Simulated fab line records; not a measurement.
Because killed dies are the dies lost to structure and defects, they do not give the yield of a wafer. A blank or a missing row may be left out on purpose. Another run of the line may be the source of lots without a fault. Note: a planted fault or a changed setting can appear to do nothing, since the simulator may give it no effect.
Problem report in the 8D (eight disciplines) form, filled by code | flow n5_finfet | the parts of the form that need people (team, actions taken, sign-off) are left out

== 1. WHAT WENT WRONG ==
N5_BEOL_M15_COAT_58, spin_speed_rpm: mean 1699.0 rpm on 3 wafers (1 lot); fault-free wafers 1500.0 rpm, standard deviation 0.94. So: +99 or more standard deviations from the usual mean.
The step: time 60 s, resist thk 89 nm.
First observed at day 14 17:11: wafer L322.1, on litho_track-05. The record has a number at this step for 15 wafers belonging to 5 lots. By rule, "out" or "out of limits" means more than 4 standard deviations away from the usual mean. The other wafers with a number count as sound.

== 2. WHAT THIS IS AND IS NOT ==
question                    | is                     | is not
which readings at this step | spin_speed_rpm         | plate_temp_C
which lots                  | L322                   | L312, L313, L323, L333
which wafers of those lots  | all that have a number | -
read on which tools         | litho_track-05         | litho_track-01, litho_track-02
when                        | from day 14 17:11      | up to then (6 sound wafers); but 6 sound wafers of L323, L333 came after

== 3. WHAT RULES OUT EACH SUSPECT ==
Counting: any tool at a process step up to the reading is kept as a suspect provided that every lot that is out went through it and no sound lot did after the first of them.
- pvd_sputter-02 at N5_BEOL_M14_SPUTTER_44 (material Ta, target thk 15 nm, time 24.19 s): kept. It ran the lot that is out, L322 (day 14 15:43), and no sound lot after that; its last sound lot up to then is L313 (day 12 07:59).
- pvd_sputter-02 at N5_BEOL_M14_SPUTTER_45 (material Cu, target thk 100 nm, time 16.67 s): kept. It ran the lot that is out, L322 (day 14 15:48), and no sound lot after that; its last sound lot up to then is L313 (day 12 08:04).
- rtp_anneal-01 at N5_BEOL_M14_ANNEAL_48 (time 90 s): ruled out as a lasting fault. After its first lot that is out, L322 (day 14 16:07), sound lots L323, L333 ran on it.
- pecvd-03 at N5_BEOL_M14_DEP_53 (deposits SiCN from 3MS/NH3, target thk 50 nm, time 17.8 s): ruled out as a lasting fault. After its first lot that is out, L322 (day 14 16:46), sound lots L323 ran on it.
- litho_track-05 at N5_BEOL_M15_COAT_58 (time 60 s, resist thk 89 nm): kept. It ran the lot that is out, L322 (day 14 17:11), and no sound lot after that; its last sound lot up to then is L313 (day 12 09:27). Its own readings are out on those wafers: spin_speed_rpm.
Left after counting: pvd_sputter-02 at N5_BEOL_M14_SPUTTER_44, pvd_sputter-02 at N5_BEOL_M14_SPUTTER_45, litho_track-05 at N5_BEOL_M15_COAT_58.

== 4. THE CAUSE (what the simulator had put in) ==
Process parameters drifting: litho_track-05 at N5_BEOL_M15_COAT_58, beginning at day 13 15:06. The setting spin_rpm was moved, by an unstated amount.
This tool is one of the 3 suspects left after counting.

== 5. THE CHAIN OF EFFECTS, in route order ==
Rows list readings where the struck wafers' mean (over those with a number) sits beyond 3 standard deviations from the usual. Only readings for which the record gives a usual standard deviation are gone through. hours: the time from each lot's start at the first step in this table that gives one to its start at this step, as a median over the lots. sigmas: the change in usual standard deviations.
hours | step                | reading        | usual      | on struck wafers | change | sigmas
0     | N5_BEOL_M15_COAT_58 | spin_speed_rpm | 1500.0 rpm | 1699.0           | +199.0 | +99 or more
The process steps in it:
- N5_BEOL_M15_COAT_58: time 60 s, resist thk 89 nm.
Later steps that measure or inspect, where all struck wafers having a row at the step show a number for every such reading and not one has moved that far: N5_BEOL_M15_CD_MEAS_10, N5_BEOL_M15_OVL_MEAS_11, N5_BEOL_M15_INSPECT_12.

== 6. WHAT WOULD HAVE CAUGHT IT SOONER ==
First out-of-limits reading in this record: day 14 17:11, which is 26 hours after fault onset at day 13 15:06.
